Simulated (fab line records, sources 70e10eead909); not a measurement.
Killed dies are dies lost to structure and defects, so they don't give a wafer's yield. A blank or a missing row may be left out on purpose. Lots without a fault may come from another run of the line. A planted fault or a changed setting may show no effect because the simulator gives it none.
Chamber matching | flow nand_harc | NHARC_A_STAIRCASE_DESCUM_443 on rie_diel-02: 4 sister chambers
The step chemistry O2, time 3 s. 4 wafers are shown with their chamber, then 7 later ones without.

WAFERS WITH THEIR CHAMBER
wafer  | chamber | showerhead_plenum_p_Torr (Torr)
L615.4 | 3       | 1.84
L618.6 | 1       | 2.03
L625.2 | 2       | 1.79
L625.3 | 0       | 1.81

WAFERS WITHOUT THEIR CHAMBER
wafer  | showerhead_plenum_p_Torr (Torr)
L625.4 | 2.03
L631.3 | 1.78
L631.4 | 2.02
L631.5 | 1.83
L634.3 | 1.78
L634.5 | 1.78
L634.6 | 2.02

WHICH CHAMBER EACH WENT THROUGH
wafer  | from the rows above     | in truth
L625.4 | 1                       | 1
L631.3 | 2                       | 2
L631.4 | 1                       | 1
L631.5 | can't be placed: 3 or 0 | 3
L634.3 | 2                       | 2
L634.5 | 2                       | 2
L634.6 | 1                       | 1
Placed correctly: 6 of 7. Can't be placed from these rows: 1 (the true chamber is among the candidates in 1). Placed wrongly: 0.
How it was worked out, from the rows above alone: a wafer's distance from a chamber is the root of the sum, over the readings, of the square of ((its reading less the chamber's mean) divided by the reading's scatter). The wafer belongs to the nearest chamber; if the next one is less than 2 further off, it can't be placed. A chamber's mean is the mean of its shown wafers. The scatter: with one shown wafer a chamber, the root of the mean of the squares of how far each hidden wafer lies from its nearest shown one.
